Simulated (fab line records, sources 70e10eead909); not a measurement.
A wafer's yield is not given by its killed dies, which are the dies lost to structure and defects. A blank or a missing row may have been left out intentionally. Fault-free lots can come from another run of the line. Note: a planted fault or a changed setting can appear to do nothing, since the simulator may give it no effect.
What tool caused it? | flow nand harc | 12 lots with 36 wafers sampled at 6 steps, on a route of 1302 steps

WHAT EACH GAUGE READ, for each wafer
NHARC_A_M1_THK_MEAS_24: measures by xrf.
lot  | measured     | on            | thk nm (nm)
L479 | day 23 18:37 | film metro-01 | 154.3 154.7 154.4
L478 | day 23 20:54 | film metro-01 | 156.1 155.0 155.5
L483 | day 24 16:25 | film metro-01 | 155.6 155.4 153.8
L482 | day 24 17:21 | film metro-01 | 153.9 154.6 153.7
L484 | day 25 16:17 | film metro-01 | 153.8 153.4 154.5
L486 | day 28 02:16 | film metro-01 | 154.8 152.1 153.8
L487 | day 28 04:00 | film metro-02 | 154.6 156.1 153.3
L491 | day 28 12:48 | film metro-01 | 154.4 153.5 153.9
L493 | day 29 08:30 | film metro-01 | 153.3 154.8 155.5
L495 | day 29 16:52 | film metro-01 | 155.0 157.6 154.3
L494 | day 29 21:59 | film metro-01 | 156.5 153.0 154.1
L499 | day 32 17:02 | film metro-02 | 152.0 154.7 153.2

NHARC_A_M1_INSPECT_27.
lot  | measured     | on                | raw defect count
L479 | day 23 18:47 | defect inspect-02 | 543 685 528
L478 | day 23 21:04 | defect inspect-01 | 535 488 392
L483 | day 24 16:34 | defect inspect-01 | 600 589 675
L482 | day 24 17:31 | defect inspect-02 | 531 566 419
L484 | day 25 16:28 | defect inspect-01 | 660 552 484
L486 | day 28 02:26 | defect inspect-02 | 708 621 689
L487 | day 28 04:10 | defect inspect-01 | 448 609 610
L491 | day 28 12:58 | defect inspect-01 | 364 524 435
L493 | day 29 08:40 | defect inspect-02 | 778 459 517
L495 | day 29 17:01 | defect inspect-02 | 595 559 643
L494 | day 29 22:08 | defect inspect-01 | 499 407 416
L499 | day 32 17:12 | defect inspect-01 | 589 591 550

NHARC_END_SORT_01.
lot  | measured     | on        | defect limited yield (%) | killed at array | killed at other | killed at periphery | killed dies | killed open | killed short | sort_bin_2_pct (%) | sort_bin_3_pct (%) | sort_bin_4_pct (%) | sort n pass | sort rim yield pct (%) | sort yield pct (%)
L479 | day 25 02:24 | prober-01 | 91.7 91.6 88.3           | 54 51 75        | 0 2 1           | 2 4 3               | 56 57 79    | 3 3 4       | 1 2 3        | 3.2 3.4 3.8        | 0.4 0.7 0.9        | 4.6 4.3 6.9        | 621 620 598 | 84 92 92               | 91.7 91.6 88.3
L478 | day 25 10:09 | prober-02 | 94.8 92.2 91.6           | 32 51 55        | 0 0 0           | 3 2 2               | 35 53 57    | 6 5 2       | 2 4 1        | 1.2 2.4 3.0        | 0 0.7 0.9          | 4.0 4.7 4.6        | 642 624 620 | 91 96 97               | 94.8 92.2 91.6
L482 | day 26 04:21 | prober-01 | 90.5 94.2 93.1           | 56 33 41        | 0 0 1           | 8 6 5               | 64 39 47    | 6 1 2       | 0 1 2        | 3.0 2.2 2.4        | 0.9 0.6 0.3        | 5.6 3.0 4.3        | 613 638 630 | 95 94 91               | 90.5 94.2 93.1
L487 | day 29 16:45 | prober-02 | 88.5 89.7 88.0           | 66 60 73        | 0 3 1           | 12 7 7              | 78 70 81    | 3 3 3       | 2 3 2        | 4.4 3.1 4.9        | 0.7 0.7 0.6        | 6.4 6.5 6.5        | 599 607 596 | 97 87 92               | 88.5 89.7 88.0
L491 | day 30 02:20 | prober-01 | 93.8 91.7 93.2           | 41 45 40        | 0 1 1           | 1 10 5              | 42 56 46    | 4 2 7       | 1 1 1        | 1.9 4.0 1.6        | 0.1 0.3 0          | 4.1 4.0 5.2        | 635 621 631 | 92 95 92               | 93.8 91.7 93.2
L493 | day 30 19:02 | prober-01 | 94.7 96.3 95.0           | 24 16 32        | 2 0 0           | 10 9 2              | 36 25 34    | 10 0 4      | 2 2 5        | 1.6 0.9 1.0        | 0.1 0.1 0          | 3.5 2.7 4.0        | 641 652 643 | 97 96 97               | 94.7 96.3 95.0
L495 | day 31 03:14 | prober-02 | 95.9 96.6 96.0           | 28 23 23        | 0 0 4           | 0 0 0               | 28 23 27    | 1 5 1       | 1 2 1        | 1.6 1.5 1.5        | 0 0.4 0.1          | 2.5 1.5 2.4        | 649 654 650 | 95 97 96               | 95.9 96.6 96.0
L494 | day 31 07:46 | prober-01 | 91.6 88.5 88.6           | 53 75 70        | 3 2 3           | 1 1 4               | 57 78 77    | 1 0 3       | 1 6 2        | 3.4 4.3 4.9        | 0.9 1.3 1.2        | 4.1 5.9 5.3        | 620 599 600 | 90 94 92               | 91.6 88.5 88.6

WHICH TOOL RAN EACH LOT (tool, then ch and the chambers of the sampled wafers, then the start)
lot  | NHARC_A_M1_ECD_22              | NHARC_A_M1_CMP_23             | NHARC_A_M1_PRE_CLEAN_32
L479 | ecd cu-02 ch 0,1, day 23 17:35 | cmp-04 ch 0,1,3, day 23 18:22 | pecvd-02 ch 1,2, day 23 18:53
L478 | ecd cu-01 ch 0,1, day 23 19:52 | cmp-03 ch 1,2,3, day 23 20:37 | pecvd-04 ch 0,1, day 23 21:10
L483 | ecd cu-02 ch 0,1, day 24 15:21 | cmp-04 ch 0,2, day 24 16:08   | pecvd-02 ch 1,2, day 24 16:39
L482 | ecd cu-01 ch 0, day 24 16:22   | cmp-01 ch 0,1, day 24 17:04   | pecvd-04 ch 0,1,2, day 24 17:36
L484 | ecd cu-02 ch 0,1, day 25 15:19 | cmp-03 ch 0,1,3, day 25 16:01 | pecvd-03 ch 0,2, day 25 16:34
L486 | ecd cu-02 ch 1, day 28 01:14   | cmp-03 ch 0,2, day 28 01:58   | pecvd-02 ch 0,1,2, day 28 02:30
L487 | ecd cu-01 ch 0,1, day 28 02:58 | cmp-04 ch 1,2, day 28 03:41   | pecvd-03 ch 0,1,2, day 28 04:13
L491 | ecd cu-01 ch 0,1, day 28 11:46 | cmp-04 ch 1,2,3, day 28 12:31 | pecvd-03 ch 1,2, day 28 13:01
L493 | ecd cu-02 ch 0,1, day 29 07:28 | cmp-01 ch 2,3, day 29 08:13   | pecvd-03 ch 0,2, day 29 08:44
L495 | ecd cu-02 ch 0, day 29 15:49   | cmp-01 ch 1,2, day 29 16:34   | pecvd-04 ch 0,1,2, day 29 17:07
L494 | ecd cu-02 ch 0,1, day 29 20:59 | cmp-01 ch 0,2, day 29 21:42   | pecvd-04 ch 1,2, day 29 22:12
L499 | ecd cu-01 ch 0,1, day 32 15:59 | cmp-01 ch 0,1,3, day 32 16:43 | pecvd-03 ch 0,1,2, day 32 17:16
- NHARC_A_M1_ECD_22: material Cu, target thk 400 nm.
- NHARC_A_M1_CMP_23: polishes, t overpolish 20 s, target thk 154.34 nm.
- NHARC_A_M1_PRE_CLEAN_32: time 12 s.

AS READ BY THE TOOLS THEMSELVES (means over the sampled wafers that have a number; for cases with no such wafer, the mark the record gives instead)
NHARC_A_M1_ECD_22.
lot  | tool      | bath temp c (C)
L479 | ecd cu-02 | 24.98
L478 | ecd cu-01 | 25.04
L483 | ecd cu-02 | 24.99
L482 | ecd cu-01 | 24.94
L484 | ecd cu-02 | 24.95
L486 | ecd cu-02 | 25.11
L487 | ecd cu-01 | 24.99
L491 | ecd cu-01 | 25.00
L493 | ecd cu-02 | 24.97
L495 | ecd cu-02 | 25.07
L494 | ecd cu-02 | 24.96
L499 | ecd cu-01 | 25.02

NHARC_A_M1_CMP_23.
lot  | tool   | motor current A (A) | time to endpoint s (s)
L479 | cmp-04 | 13.1                | 30.0
L478 | cmp-03 | 12.2                | 27.1
L483 | cmp-04 | 11.9                | 27.4
L482 | cmp-01 | 13.1                | 23.5
L484 | cmp-03 | 12.0                | 31.2
L486 | cmp-03 | 11.3                | 28.9
L487 | cmp-04 | 11.9                | 30.0
L491 | cmp-04 | 11.7                | 30.8
L493 | cmp-01 | 12.8                | 27.4
L495 | cmp-01 | 13.6                | 17.0
L494 | cmp-01 | 13.2                | 21.8
L499 | cmp-01 | 13.3                | 25.3

NHARC_A_M1_PRE_CLEAN_32.
lot  | tool     | heater power w (W) | susceptor temp C (C)
L479 | pecvd-02 | 626                | 370.04
L478 | pecvd-04 | 620                | 370.06
L483 | pecvd-02 | 570                | 369.96
L482 | pecvd-04 | 666                | 370.10
L484 | pecvd-03 | 671                | 370.00
L486 | pecvd-02 | 603                | 369.79
L487 | pecvd-03 | 701                | 370.27
L491 | pecvd-03 | 646                | 370.12
L493 | pecvd-03 | 723                | 369.95
L495 | pecvd-04 | 630                | 369.91
L494 | pecvd-04 | 618                | 370.14
L499 | pecvd-03 | 707                | 369.96

THE ANSWER, worked out from the rows above alone
Rule: what is usual is taken from the lots themselves. The widest of any qualifying gaps counts: lots, ordered by their means at a reading, are off when they make up no more than a third of the lots, leave a main group of 4 or more, and stand apart from it by 3 or more times the standard deviation of that group's means. A main group whose means are all the same, to the digits that the tables above print for the reading, isn't used. Also off: a lot with no number at a reading for which 4 or more lots have one. All remaining lots with rows at the step are treated as sound. The gauges are gone through in route order, then the tools' own readings, and for those a lot's mean is taken as printed above. At the first step where some lot is off, the reading lying furthest off is the one used; lots without a number count as furthest.
None of the lots is off at any reading shown; this tells nothing.

WHAT THE SIMULATOR HAD PUT IN
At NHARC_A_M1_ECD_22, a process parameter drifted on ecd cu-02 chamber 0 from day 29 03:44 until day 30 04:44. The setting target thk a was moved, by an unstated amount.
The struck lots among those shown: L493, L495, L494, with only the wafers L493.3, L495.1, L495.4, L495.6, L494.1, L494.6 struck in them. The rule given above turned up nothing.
